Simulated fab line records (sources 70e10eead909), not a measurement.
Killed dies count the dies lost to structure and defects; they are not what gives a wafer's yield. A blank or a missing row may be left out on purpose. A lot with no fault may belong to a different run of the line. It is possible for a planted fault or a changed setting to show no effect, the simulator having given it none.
Matching of chambers + flow nand-harc + 3 sister chambers for NHARC_A_STAIRCASE_TRIM_220 on rie-diel-11
The step chemistry O2, time 211.2 s. 14 wafers are shown with their chamber, then 4 later ones without.

## WAFERS PAIRED WITH THEIR CHAMBERS
| wafer  | chamber | drypump-motor-current-A (A) | showerhead-plenum-p-Torr (Torr) | oes-product-au (a.u.) |
|--------|---------|-----------------------------|---------------------------------|-----------------------|
| L074.1 | 0       | 6.5                         | 3.43                            | 1.004                 |
| L074.3 | 2       | 5.6                         | 3.61                            | 1.013                 |
| L074.4 | 1       | 5.7                         | 3.56                            | 0.996                 |
| L078.4 | 2       | 5.6                         | 3.60                            | 1.008                 |
| L078.5 | 2       | 5.5                         | 3.60                            | 1.000                 |
| L078.6 | 0       | 6.5                         | 3.42                            | 1.004                 |
| L079.1 | 2       | 5.6                         | 3.60                            | 1.000                 |
| L079.4 | 2       | 5.6                         | 3.60                            | 1.005                 |
| L079.6 | 0       | 6.5                         | 3.41                            | 1.000                 |
| L083.3 | 2       | 5.6                         | 3.59                            | 0.993                 |
| L083.5 | 1       | 5.7                         | 3.55                            | 0.993                 |
| L083.6 | 0       | 6.5                         | 3.41                            | 0.983                 |
| L084.3 | 0       | 6.5                         | 3.40                            | 0.984                 |
| L084.4 | 2       | 5.6                         | 3.58                            | 0.996                 |

SIGNATURES, as means of the wafers listed above
| reading                  | chamber 0 | chamber 1 | chamber 2 | scatter within a chamber |
|--------------------------|-----------|-----------|-----------|--------------------------|
| drypump-motor-current-A  | 6.500     | 5.700     | 5.586     | 0.0279                   |
| showerhead-plenum-p-Torr | 3.4140    | 3.5550    | 3.5971    | 0.0101                   |
| oes-product-au           | 0.99500   | 0.99450   | 1.00214   | 0.00824                  |
Rule: distance of a wafer from a chamber = root of the sum over the readings of ((wafer's reading minus chamber's mean) / reading's scatter) squared. The wafer belongs to the nearest chamber; if the next one is less than 2 further off, it can't be placed. How the scatter is found: for the shown wafers, subtract from each reading the mean of its chamber, square and add these, divide the total by (wafers less chambers), then take the root.

## WAFERS WITH NO CHAMBER GIVEN
| wafer  | drypump-motor-current-A (A) | showerhead-plenum-p-Torr (Torr) | oes-product-au (a.u.) |
|--------|-----------------------------|---------------------------------|-----------------------|
| L084.6 | 6.5                         | 3.41                            | 0.978                 |
| L087.3 | 5.6                         | 3.58                            | 1.006                 |
| L090.4 | 5.7                         | 3.53                            | 0.993                 |
| L090.5 | 6.5                         | 3.39                            | 0.974                 |

## WHICH CHAMBER EACH WENT THROUGH
| wafer  | from the rows above | in truth |
|--------|---------------------|----------|
| L084.6 | 0                   | 0        |
| L087.3 | 2                   | 2        |
| L090.4 | 1                   | 1        |
| L090.5 | 0                   | 0        |
Correctly placed: 4 of 4. From these rows, 0 cannot be placed. Wrongly placed: 0.
